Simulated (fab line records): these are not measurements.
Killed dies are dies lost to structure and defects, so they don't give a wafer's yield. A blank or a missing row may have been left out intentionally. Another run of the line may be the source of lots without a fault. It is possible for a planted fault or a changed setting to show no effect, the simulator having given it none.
One fault seen from 3 desks    flow n5_finfet    numbers are kept per desk, each desk with only its own; the story behind them comes last

== THE DEFECT DESK ==
Per lot, the means of the sampled wafers with a number show what the inspections along the route counted. Any lot whose mean is over 4 standard deviations away from the usual mean is out of limits and marked OUT; that distance is given in the brackets.
Columns: A = raw_defect_count at N5_MOL_CONTACT_COAG_INSPECT_57, usual 209
lot   first seen here  A
L828  day 5 11:01      291
L829  day 5 15:51      248
L832  day 6 03:13      226
L833  day 6 09:33      168
L839  day 8 04:25      206
L840  day 8 07:02      191
L846  day 9 19:58      269
L848  day 10 03:08     144
L849  day 10 05:28     184
L851  day 10 21:55     303
Result from this desk: across the 10 lots, nothing is out of limits.

== AT THE METROLOGY DESK ==
Means of the sampled wafers that have a number, per lot and without regard to the tool the lot ran on: this is what the gauges read. Any lot whose mean is over 4 standard deviations away from the usual mean is out of limits and marked OUT; that distance is given in the brackets. Of its 11 readings 7 are shown: those that lie furthest out on some lot.
Columns: A = DIBL_N at N5_BEOL_M4_RC_MEAS_101, usual 36.9 mV/V; B = DIBL_P at N5_BEOL_M4_RC_MEAS_101, usual 36.7 mV/V; C = IOFF_N at N5_BEOL_M4_RC_MEAS_101, usual 0.17 nA/um; D = IOFF_P at N5_BEOL_M4_RC_MEAS_101, usual 0.22 nA/um; E = ION_N at N5_BEOL_M4_RC_MEAS_101, usual 674 uA/um; F = SS_N at N5_BEOL_M4_RC_MEAS_101, usual 71.7 mV/dec; G = VT_N at N5_BEOL_M4_RC_MEAS_101, usual 249 mV
lot   first seen here  A     B     C     D     E    F     G
L828  day 5 00:20      35.9  35.7  0.14  0.19  666  71.3  252
L829  day 5 06:26      36.9  36.4  0.17  0.20  672  71.5  250
L832  day 5 17:38      38.3  39.8  0.19  0.23  679  72.2  247
L833  day 6 01:13      37.0  38.7  0.18  0.24  676  72.0  247
L839  day 7 18:33      35.3  34.6  0.14  0.20  663  71.4  252
L840  day 7 21:38      36.3  37.6  0.16  0.23  681  71.8  250
L846  day 9 08:22      36.0  34.7  0.16  0.25  674  71.0  248
L848  day 9 17:22      35.3  37.2  0.15  0.21  682  71.0  249
L849  day 9 20:45      33.0  31.6  0.11  0.15  652  70.5  255
L851  day 10 10:26     38.8  38.4  0.18  0.24  668  72.3  251
Result from this desk: across the 10 lots, nothing is out of limits.

== AT THE TOOL OWNER'S DESK: ald_sin-02 ==
The tool's own readings at N5_MOL_CONTACT_COAG_ALD_27 (deposits SiOC, target thk 17 nm, pulse time 1.5 s, time 2720 s): means of the sampled wafers that have a number, for each lot that ran on this tool. Any lot whose mean is over 4 standard deviations away from the usual mean is out of limits and marked OUT; that distance is given in the brackets.
Columns: A = heater_power_w at N5_MOL_CONTACT_COAG_ALD_27, usual 849 W; B = precursor_pulse_height_rel at N5_MOL_CONTACT_COAG_ALD_27, usual 1.004; C = run_length_s at N5_MOL_CONTACT_COAG_ALD_27, usual 2769.7 s
lot   first seen here  A    B      C
L828  day 5 08:04      803  0.995  2769.7
L829  day 5 13:01      832  1.001  2770.0
L833  day 6 06:43      785  1.000  2769.8
L839  day 8 01:28      815  1.012  2769.8
L840  day 8 03:54      764  0.977  2769.5
L846  day 9 16:17      793  1.006  3594.0 (+99 or more) OUT
L848  day 10 00:18     903  1.004  3593.9 (+99 or more) OUT
L849  day 10 02:20     785  1.025  4417.5 (+99 or more) OUT
This desk's verdict: out of limits on L846, L848, L849, starting with L846 at day 9 16:17 (run_length_s at N5_MOL_CONTACT_COAG_ALD_27). Within limits: L828, L829, L833, L839, L840.

== ALL TOGETHER ==
The tool owner's desk had the chance to raise an alarm at day 9 16:17 on L846, L848, L849.
The defect desk saw nothing out of limits.
Metrology desk: nothing out of limits seen.
The defect desk has L846, L848, L849 on record, within its limits.
The metrology desk has L846, L848, L849 on record, within its limits.
Every lot named ran N5_MOL_CONTACT_COAG_ALD_27 on ald_sin-02.

== WHAT THE SIMULATOR HAD INSERTED ==
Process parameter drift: ald_sin-02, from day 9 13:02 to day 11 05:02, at N5_MOL_CONTACT_COAG_ALD_27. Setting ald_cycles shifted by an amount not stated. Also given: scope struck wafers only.
Shown lots that were struck: L846, L848, L849.
How many hours passed from the start of the fault until each desk's first out-of-limits reading: the tool owner's desk, 3.
